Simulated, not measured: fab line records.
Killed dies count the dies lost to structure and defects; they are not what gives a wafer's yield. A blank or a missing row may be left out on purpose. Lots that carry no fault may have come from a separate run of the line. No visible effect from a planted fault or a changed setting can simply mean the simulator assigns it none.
Chamber matching | flow nandHarc | pecvd-03 running NHARC_A_ONON_D1_DEP_33: 3 sister chambers
The step deposits SiO2, target thk 200 nm. 6 wafers are shown with their chamber, then 11 later ones without.

## WAFERS PAIRED WITH THEIR CHAMBERS
wafer  | chamber | throttleValvePct (%) | heaterPowerW (W)
L086.1 | 0       | 16.7                 | 601
L086.2 | 2       | 14.9                 | 488
L089.3 | 2       | 14.9                 | 490
L089.4 | 0       | 16.8                 | 534
L089.6 | 1       | 16.4                 | 538
L090.2 | 1       | 16.2                 | 479

## WAFERS WHOSE CHAMBER IS MISSING
wafer  | throttleValvePct (%) | heaterPowerW (W)
L090.4 | 16.6                 | 590
L090.5 | 16.7                 | 480
L094.1 | 16.4                 | 473
L094.2 | 15.0                 | 491
L094.3 | 16.8                 | 613
L093.1 | 14.8                 | 436
L093.2 | 17.0                 | 527
L093.5 | 16.8                 | 537
L097.1 | 16.5                 | 489
L097.5 | 16.4                 | 587
L097.6 | 16.3                 | 471

## EACH ONE'S CHAMBER
wafer  | from the rows above     | in truth
L090.4 | 0                       | 0
L090.5 | can't be placed: 0 or 1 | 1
L094.1 | 1                       | 1
L094.2 | 2                       | 2
L094.3 | 0                       | 0
L093.1 | 2                       | 2
L093.2 | 0                       | 0
L093.5 | 0                       | 0
L097.1 | can't be placed: 1 or 0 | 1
L097.5 | can't be placed: 1 or 0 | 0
L097.6 | 1                       | 1
8 of 11 placed correctly. From these rows, 3 cannot be placed; in 3 the true chamber is one of the candidates. Wrongly placed: 0.
How it was worked out, from the rows above alone: a wafer's distance from a chamber is the root of the sum, over the readings, of the square of ((its reading less the chamber's mean) divided by the reading's scatter). If the next closest chamber is less than 2 further off than the closest, the wafer can't be placed; otherwise it belongs to the closest. The mean given for a chamber averages the wafers shown for that chamber. The scatter is the square root of a quotient: the sum, over the shown wafers, of each reading's squared deviation from its chamber's mean, divided by wafers minus chambers.
